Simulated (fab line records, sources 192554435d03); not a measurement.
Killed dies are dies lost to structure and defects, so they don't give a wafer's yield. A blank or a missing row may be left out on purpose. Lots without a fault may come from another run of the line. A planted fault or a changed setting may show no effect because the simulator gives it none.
fab line records | flow n5_finfet
record lots=9 wafers=27 last_day=18
route steps=1938 shown BEOL_M1@765 BEOL_M4@1111
lots that met no fault: from a run of the same line without faults
start_h: hours from the record's first day to the start of the lot's first wafer shown | wait_h: hours since the lot's step before | " the same as in the row above | L1.1+2: a row that stands for several wafers | - no value, or no start given | * or withheld: withheld | < > ~ a bound
route shown NAME@n: a module of which the file shows steps, and the number in the route of the first | usual: mean/standard deviation of fault-free wafers | same: alike in all rows | chamber/n: place in a boat | sites: the reading at each site | _std_site: their standard deviation | _edge_site: outer sites' mean less inner sites' | radius_mm: how far each site lies from the wafer's centre | mask NAME#n: copy n | behind: the tool/chamber that last shaped the wafer | hold: why the lot was held/for how many hours/how that ended | device: the transistor (n, p or np) that didn't switch | end of line: the same wafers' tests at the end of the route | a step without rows: its recipe alone | killed: dies lost to structure and defects at the first sort, not the wafer's yield | map: a wafer's dies, x killed, . not, _ none there
set.NAME: the setting as run; set.NAME@STEP: as run at that earlier step | model.NAME: the simulator's own value behind a step, which no gauge read
steps of the route over a sample of lots; a table a step, a row a wafer
services: from which hour (start_h, from the record's first day; less than 0 if before it) a tool's chamber was out of use, for how many hours, and why
## steps
# step N5_BEOL_M1_OVL_MEAS_12
# recipe points_per_wafer=522
# usual M1_OVL=0.2/0.75
# columns lot.wafer tool chamber start_h wait_h M1_OVL[nm]
L851.2 overlay-01 0 123.20 0.0 -0.5
L851.3 " 0 " " 0.7
L851.5 " 0 " " 0.1
L854.2 overlay-02 0 137.24 0.0 0.3
L854.5 " 0 " " -0.3
L854.6 " 0 " " 1.2
L855.3 overlay-02 0 149.79 0.0 -0.2
L855.5 " 0 " " -0.7
L855.6 " 0 " " 0.6
L856.2 overlay-01 0 150.01 0.0 0.9
L856.5 " 0 " " 1.2
L856.6 " 0 " " -0.5
L858.1 overlay-01 0 168.69 0.0 1.1
L858.4 " 0 " " 1.4
L858.6 " 0 " " 0.2
L864.2 overlay-01 0 208.99 0.0 0.3
L864.3 " 0 " " 0.5
L864.5 " 0 " " 1.0
L870.1 overlay-01 0 242.92 0.0 0.1
L870.4 " 0 " " -0.9
L870.5 " 0 " " 0.6
L871.2 overlay-02 0 243.21 0.0 0.0
L871.4 " 0 " " -0.5
L871.5 " 0 " " 0.9
L874.1 overlay-01 0 269.99 0.0 0.1
L874.5 " 0 " " -0.7
L874.6 " 0 " " 1.0
# step N5_BEOL_M1_VIA_ETCH_34
# recipe chemistry=C4F6/O2 target_depth_a=678 mask_material=SOC pressure_mtorr=15 ion_energy_ev=250 taper_deg=4 time_s=64.4 source_w=350 bias_w=170 Ar_flow_sccm=300 C4F6_flow_sccm=10 O2_flow_sccm=10
# usual drypump_motor_current_A=5.6/0.44 oes_product_au=0.78/0.082 rf_vpp_V=668/14 showerhead_plenum_p_Torr=2.84/0.07 throttle_valve_pct=30.88/0.15
# columns lot.wafer tool chamber start_h wait_h drypump_motor_current_A oes_product_au rf_hours_counter_h rf_vpp_V showerhead_plenum_p_Torr throttle_valve_pct
L851.2 rie_diel-05 2 132.89 0.0 5.3 0.73 163 648 2.84 30.66
L851.3 " 3 " " 5.8 0.76 150 677 2.82 30.61
L851.5 " 0 " " 5.8 0.74 - 674 2.94 30.68
L854.2 rie_diel-03 1 138.66 0.0 5.1 0.77 140 679 2.85 30.88
L854.5 " 0 " " 5.5 0.87 - 663 2.78 30.86
L854.6 " 3 " " 5.6 0.77 - 690 2.96 31.01
L855.3 rie_diel-04 3 151.30 0.0 5.0 0.68 230 650 2.81 30.97
L855.5 " 0 " " 6.2 0.75 - 679 2.84 30.96
L855.6 " 1 " " 5.5 0.79 - 647 2.85 31.01
L856.2 rie_diel-03 0 151.50 0.0 5.5 0.87 49 662 2.78 30.87
L856.5 " 3 " " 5.6 0.77 - 690 2.96 31.03
L856.6 " 0 " " 5.5 0.86 - 662 2.78 30.88
L858.1 rie_diel-04 2 175.17 0.0 6.6 0.69 232 669 2.71 30.92
L858.4 " 1 " " 5.6 0.78 110 647 2.85 31.01
L858.6 " 1 " " 5.6 0.77 - 647 2.85 31.01
L864.2 rie_diel-03 0 213.28 0.0 5.5 1.09 67 663 2.77 30.94
L864.3 " 2 " " 5.1 0.98 3 668 2.92 30.61
L864.5 " 3 " " 5.6 0.75 - 689 2.95 31.02
L870.1 rie_diel-04 1 252.01 0.0 5.6 0.76 132 646 2.84 31.03
L870.4 " 0 " " 6.2 0.72 - 677 2.83 31.00
L870.5 " 1 " " 5.5 0.75 - 646 2.84 31.02
L871.2 rie_diel-04 0 257.06 0.0 6.1 0.72 209 678 2.83 30.99
L871.4 " 0 " " 6.1 0.72 - 680 2.83 30.98
L871.5 " 3 " " 5.0 0.99 - 649 2.80 30.80
L874.1 rie_diel-04 3 271.93 0.0 5.0 0.95 7 649 2.80 30.81
L874.5 " 3 " " 5.0 0.95 - 649 2.80 30.80
L874.6 " 0 " " 6.2 0.72 - 679 2.83 31.00
# step N5_BEOL_M1_ETCH_41
# recipe chemistry=CH3F/O2 target=SiCN target_depth_a=319 taper_deg=2 time_s=57.8 ion_energy_ev=120 mask_material=TiN pressure_mtorr=30 source_w=395 bias_w=75 Ar_flow_sccm=150 CH3F_flow_sccm=30 O2_flow_sccm=20
# usual drypump_motor_current_A=5.6/0.44 oes_product_au=0.78/0.081 rf_vpp_V=297.3/1.3 showerhead_plenum_p_Torr=2.00/0.051 throttle_valve_pct=16.40/0.2
# columns lot.wafer tool chamber start_h wait_h drypump_motor_current_A oes_product_au rf_hours_counter_h rf_vpp_V showerhead_plenum_p_Torr throttle_valve_pct
L851.2 rie_diel-05 2 - - 5.3 0.74 163 298.1 2.00 16.24
L851.3 " 3 " " 5.8 0.76 150 299.0 1.99 16.32
L851.5 " 0 " " 5.8 0.74 - 297.6 2.07 16.43
L854.2 rie_diel-03 1 - - 5.1 0.77 140 298.8 2.00 16.32
L854.5 " 0 " " 5.4 0.87 - 297.1 1.95 16.22
L854.6 " 3 " " 5.6 0.77 - 299.1 2.09 16.65
L855.3 rie_diel-04 3 - - 5.0 0.69 230 296.2 1.98 16.55
L855.5 " 0 " " 6.1 0.76 - 294.9 2.00 16.39
L855.6 " 1 " " 5.5 0.79 - 297.9 2.01 16.59
L856.2 rie_diel-03 0 - - 5.4 0.87 49 296.2 1.95 16.22
L856.5 " 3 " " 5.6 0.78 - 299.7 2.08 16.66
L856.6 " 0 " " 5.4 0.87 - 297.0 1.95 16.24
L858.1 rie_diel-04 2 - - 6.6 0.69 233 295.2 1.90 16.38
L858.4 " 1 " " 5.5 0.79 110 297.4 2.01 16.59
L858.6 " 1 " " 5.5 0.79 - 297.6 2.01 16.57
L864.2 rie_diel-03 0 - - 5.5 0.85 67 297.3 1.94 16.26
L864.3 " 2 " " 5.1 0.98 3 297.2 2.05 15.93
L864.5 " 3 " " 5.6 0.77 - 299.4 2.08 16.68
L870.1 rie_diel-04 1 - - 5.6 0.76 132 296.6 2.00 16.63
L870.4 " 0 " " 6.2 0.72 - 297.5 1.99 16.44
L870.5 " 1 " " 5.6 0.76 - 297.4 2.00 16.62
L871.2 rie_diel-04 0 - - 6.1 0.73 209 296.3 1.99 16.43
L871.4 " 0 " " 6.2 0.73 - 298.3 1.99 16.44
L871.5 " 3 " " 5.0 0.99 - 297.0 1.97 16.14
L874.1 rie_diel-04 3 - - 5.0 0.95 7 295.3 1.97 16.14
L874.5 " 3 " " 5.0 0.95 - 296.4 1.97 16.16
L874.6 " 0 " " 6.1 0.72 - 297.4 1.99 16.45
# step N5_BEOL_M1_ALD_84
# recipe material=TaN target_thk_a=* temp_c=275 ald_precursor_family=PDMAT ald_co_reactant=NH3 pressure_torr=3 carrier_flow_sccm=1500 pulse_time_s=2 purge_time_s=3 co_reactant_purge_time_s=2 co_reactant_pulse_time_s=3 ald_cycles=30 precursor_vessel_temp_c=75 precursor_vessel_pressure_torr=26.25 precursor_vessel_carrier_sccm=1000
# usual heater_power_w=422/51
# same purge_time_s=3
# columns lot.wafer tool chamber start_h wait_h heater_power_w
L851.2 ald_metal-04 3 133.50 0.0 407
L851.3 " 0 " " 368
L851.5 " 1 " " 405
L854.2 ald_metal-03 0 139.29 0.1 369
L854.5 " 3 " " 490
L854.6 " 0 " " 381
L855.3 ald_metal-03 3 152.15 0.1 468
L855.5 " 1 " " 429
L855.6 " 0 " " 378
L856.2 ald_metal-04 0 152.57 0.0 384
L856.5 " 2 " " 355
L856.6 " 1 " " 423
L858.1 ald_metal-04 0 175.95 0.0 378
L858.4 " 2 " " 348
L858.6 " 1 " " 423
L864.2 ald_metal-04 0 214.13 0.0 378
L864.3 " 3 " " 426
L864.5 " 3 " " 405
L870.1 ald_metal-04 0 253.01 0.3 374
L870.4 " 2 " " 352
L870.5 " 2 " " 360
L871.2 ald_metal-04 0 257.61 0.0 383
L871.4 " 2 " " 351
L871.5 " 0 " " 385
L874.1 ald_metal-03 2 272.92 0.0 402
L874.5 " 2 " " 403
L874.6 " 1 " " 434
# step N5_BEOL_M4_RC_MEAS_101
# usual DIBL_N=36.2/1.6 DIBL_P=36.1/2 IOFF_N=0.16/0.032 IOFF_P=0.22/0.036 ION_N=672/11 ION_P=463/7.5 SS_N=71.4/0.58 SS_P=73.2/0.67 VT_N=250/3.3 VT_P=-250/3.3
# columns lot.wafer tool chamber start_h wait_h DIBL_N[mV/V] DIBL_P[mV/V] IOFF_N[nA/um] IOFF_P[nA/um] ION_N[uA/um] ION_P[uA/um] SS_N[mV/dec] SS_P[mV/dec] VT_N[mV] VT_P[mV]
L851.2 prober-02 0 172.98 0.2 36.6 37.3 0.13 0.17 652 446 71.1 72.5 254 -257
L851.3 " 0 " " 37.2 38.7 0.17 0.19 679 456 72.3 74.0 247 -251
L851.5 " 0 " " 34.5 35.6 0.12 0.15 660 444 70.7 72.3 255 -256
L854.2 prober-02 0 181.64 0.2 36.3 35.6 0.16 0.23 683 474 71.8 73.3 247 -250
L854.5 " 0 " " 37.3 37.0 0.18 0.25 680 465 71.7 73.5 247 -246
L854.6 " 0 " " 37.1 36.1 0.16 0.22 680 472 71.6 73.8 248 -250
L855.3 prober-01 0 197.74 0.3 38.3 35.2 0.17 0.21 679 465 71.6 73.2 248 -249
L855.5 " 0 " " 35.9 32.5 0.13 0.18 662 458 71.3 71.8 248 -251
L855.6 " 0 " " 36.2 33.4 0.13 0.19 671 460 71.5 72.3 251 -250
L856.2 prober-01 0 200.53 0.2 37.3 36.4 0.17 0.23 673 467 71.5 73.2 250 -247
L856.5 " 0 " " 36.5 34.5 0.17 0.20 678 459 71.8 72.7 247 -249
L856.6 " 0 " " 34.3 33.2 0.13 0.18 668 457 70.1 72.1 249 -250
L858.1 prober-02 0 213.45 0.0 34.3 33.8 0.13 0.17 659 452 71.4 72.2 255 -256
L858.4 " 0 " " 33.2 33.0 0.12 0.15 648 440 70.8 72.7 257 -258
L858.6 " 0 " " 35.8 37.2 0.16 0.22 670 458 71.2 73.9 249 -252
L864.2 prober-02 0 253.70 0.2 37.5 39.2 0.22 0.26 680 463 71.8 74.1 243 -250
L864.3 " 0 " " 39.5 41.9 0.26 0.31 693 475 73.1 74.5 243 -246
L864.5 " 0 " " 37.5 39.3 0.20 0.25 690 472 71.6 74.0 245 -250
L871.2 prober-02 0 305.23 0.2 40.5 38.1 0.21 0.27 666 462 71.8 73.7 246 -247
L871.4 " 0 " " 37.6 34.2 0.15 0.20 660 462 71.4 72.6 250 -250
L871.5 " 0 " " 38.3 34.9 0.16 0.20 653 457 71.7 72.8 251 -250
L870.1 prober-02 0 317.33 0.0 35.7 34.4 0.15 0.18 675 458 71.3 73.4 250 -255
L870.4 " 0 " " 35.1 34.1 0.15 0.17 665 449 71.9 73.3 252 -251
L870.5 " 0 " " 36.1 35.5 0.16 0.19 679 455 71.9 73.0 249 -251
L874.1 prober-02 0 339.85 0.0 38.7 39.5 0.20 0.25 694 469 72.4 73.6 244 -246
L874.5 " 0 " " 36.5 37.2 0.16 0.22 679 470 72.2 73.4 250 -247
L874.6 " 0 " " 34.7 35.7 0.13 0.20 661 465 71.4 72.2 252 -252
## services
# columns tool chamber start_h hours kind
rie_diel-04 - 118.88 14.6 pm
rie_diel-04 3 164.80 1.4 repair
rie_diel-03 2 186.93 - clean
rie_diel-03 2 186.93 - consumable_replace:focus_ring
rie_diel-03 2 186.93 16.4 scheduled_down
rie_diel-03 2 186.93 16.4 vent_cycle
rie_diel-03 1 194.09 2.4 repair
ald_metal-04 - 195.52 1.3 repair
ald_metal-04 1 215.41 3.4 repair
ald_metal-04 - 216.21 1.7 repair
ald_metal-04 - 229.63 0.5 repair
rie_diel-04 3 230.43 - clean
rie_diel-04 3 230.43 - consumable_replace:focus_ring
rie_diel-04 3 230.43 24.4 scheduled_down
rie_diel-04 3 230.43 24.4 vent_cycle
rie_diel-03 1 238.76 4.5 repair
rie_diel-04 2 254.91 - clean
rie_diel-04 2 254.91 - consumable_replace:focus_ring
rie_diel-04 2 254.91 - consumable_replace:showerhead
rie_diel-04 2 254.91 16.8 scheduled_down
rie_diel-04 2 254.91 16.8 vent_cycle
ald_metal-04 3 267.18 11.2 repair
## key
first_sign step=N5_BEOL_M1_VIA_ETCH_34 reading=oes_product_au direction=up sigmas=3.8 usual=0.78 struck=1.09
effect none on later readings
met_at N5_BEOL_M1_VIA_ETCH_34
struck_lots L864
struck_wafers L864.2
not_acting_at N5_BEOL_M1_OVL_MEAS_12,N5_BEOL_M1_ETCH_41,N5_BEOL_M1_ALD_84
onset_between 151.50 213.28
fault kind=process_parameter_drift tool=rie_diel-03 chamber=- onset_h=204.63 steps=N5_BEOL_M1_VIA_ETCH_34 channel=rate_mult offset=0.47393 shape=step end_h=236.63 scope=struck_wafers_only
